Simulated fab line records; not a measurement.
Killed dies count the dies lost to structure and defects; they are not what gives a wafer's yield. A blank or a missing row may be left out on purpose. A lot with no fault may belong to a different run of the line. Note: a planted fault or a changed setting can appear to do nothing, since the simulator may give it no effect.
Comparing a struck lot with a sound one -- flow n5-finfet -- 15 steps out of a route of 1938
Sound: these wafers, L358.1, L358.2, L358.5. The struck wafers were L344.1, L344.3, L344.6. Last of all comes the cause.
Order at every step that has rows: each side's tool, ch and its chambers, its first start. Under that, the readings that differ: sound wafers -- struck wafers -- difference of the means -- sigmas: that difference in standard deviations of wafers without a fault.
alike: readings with means less than 2 such deviations apart, plus words and numbers identical on both sides. not compared: withheld readings, readings lacking a value on some wafer, bounds such as >300 that could conceal the same value, and numbers that have no deviation in the record and whose values overlap.
Wherever a step has rows on one side only, a row that says differs or no value, or a row with sigmas, the two part there. When numbers do not overlap yet have no deviation, they are printed without sigmas and do not part them. A reading that every wafer of one side lacks parts them only if that side has two wafers or more.

first, 4 steps without rows for these wafers: N5_BEOL_M0_SAQP_SOFTBAKE_09 (time 60 s); N5_BEOL_M0_SAQP_EXPOSE_11 (exposes mask M0 CORE, target cd 42 nm); N5_BEOL_M0_SAQP_PEB_12 (peb time 60 s); N5_BEOL_M0_SAQP_DEVELOP_13 (develop time 30 s).
N5_BEOL_M0_SAQP_CD_MEAS_14 targets a cd of 42.5 nm.
  sound on cd-sem-03 ch 0, day 10 03:05; struck on cd-sem-01 ch 0, day 6 16:23
  alike: cd-nm
N5_BEOL_M0_SAQP_OVL_MEAS_15:
  sound on overlay-01 ch 0, day 10 03:07; struck on overlay-02 ch 0, day 6 16:25
  alike: M0_CORE_OVL
N5_BEOL_M0_SAQP_INSPECT_16: inspects for defects (brightfield).
  sound: defect-inspect-02 at day 10 03:08; struck: defect-inspect-01 at day 6 16:27
  alike: raw-defect-count
N5_BEOL_M0_SAQP_DESCUM_19: chemistry O2, time 7.9 s.
  sound on rie-diel-06 ch 2,3, day 10 03:34; struck on rie-diel-06 ch 2,3, day 6 16:35
  alike: drypump-motor-current-A, oes-product-au, rf-vpp-V, showerhead-plenum-p-Torr, throttle-valve-pct
  not compared: rf-hours-counter-h
N5_BEOL_M0_SAQP_ETCH_83: etches SiARC in CF4, target depth 39 nm, time 65 s.
  sound on rie-diel-06 ch 2,3, day 10 03:37; struck on rie-diel-06 ch 2,3, day 6 16:38
  alike: drypump-motor-current-A, etch-rf-on-time-s, oes-product-au, rf-vpp-V, showerhead-plenum-p-Torr, throttle-valve-pct
  not compared: rf-hours-counter-h
N5_BEOL_M0_SAQP_ETCH_84: etches SOC in N2/H2, target depth 100 nm, overetch 20 nm, time 150 s.
  sound on rie-diel-06 ch 2,3, day 10 03:40; struck on rie-diel-06 ch 2,3, day 6 16:43
  alike: drypump-motor-current-A, oes-product-au, rf-vpp-V, showerhead-plenum-p-Torr, throttle-valve-pct
  not compared: rf-hours-counter-h
then, 1 step without rows for these wafers: N5_BEOL_M0_SAQP_STRIP_80 (strips in N2/H2).
N5_BEOL_M0_SAQP_HM_OPEN_112: chemistry CHF3/O2, target SiO2, stops on a-Si, target depth 12 nm, time 13.5 s.
  sound on rie-diel-06 ch 2,3, day 10 03:46; struck on rie-diel-06 ch 2,3, day 6 16:52
  alike: drypump-motor-current-A, oes-product-au, rf-vpp-V, showerhead-plenum-p-Torr, throttle-valve-pct
  not compared: rf-hours-counter-h
N5_BEOL_M0_SAQP_STRIP_113: strips in CHF3/O2.
  sound on rie-diel-06 ch 2,3, day 10 03:49; struck on rie-diel-06 ch 2,3, day 6 16:57
reading,sound,struck,difference,sigmas
model.SiARC_of_BEOL_M0_SAQP_COAT_82.thk-nm (nm),0 0 0,4.6 5.2 4.8,+4.9,
N5_BEOL_M0_SAQP_MANDREL_ETCH_20: etches a-Si in HBr/Cl2, stops on SiNx, target depth 60 nm, bt time 10 s, time 30 s.
  sound on rie-si-05 ch 0,3, day 10 03:51; struck on rie-si-04 ch 0,2,3, day 6 16:59
  alike: drypump-motor-current-A, oes-product-au, throttle-valve-pct
  not compared: rf-hours-counter-h
-- here the record skips 3 days between the struck wafers' starts before and after, leaving off in module BEOL_M0_SAQP and picking up in module BEOL_M4 (first step shown: number 1111 of the route) --
N5_BEOL_M4_RC_MEAS_101:
  sound on prober-01 ch 0, day 13 05:17; struck on prober-01 ch 0, day 9 07:56
reading,sound,struck,difference,sigmas
ION_N (uA/um),663 673 669,682 702 681,+20,+2
ION_P (uA/um),460 462 456,470 479 467,+13,+2
VT_N (mV),253.8 253.5 255.1,248.5 247.4 246.7,-6.6,-2
  alike: DIBL_N, DIBL_P, IOFF_N, IOFF_P, SS_N, SS_P, VT_P

WHERE THEY PART
At N5_BEOL_M4_RC_MEAS_101 and nowhere else, as far as this record goes.

WHY: the cause the simulator had injected
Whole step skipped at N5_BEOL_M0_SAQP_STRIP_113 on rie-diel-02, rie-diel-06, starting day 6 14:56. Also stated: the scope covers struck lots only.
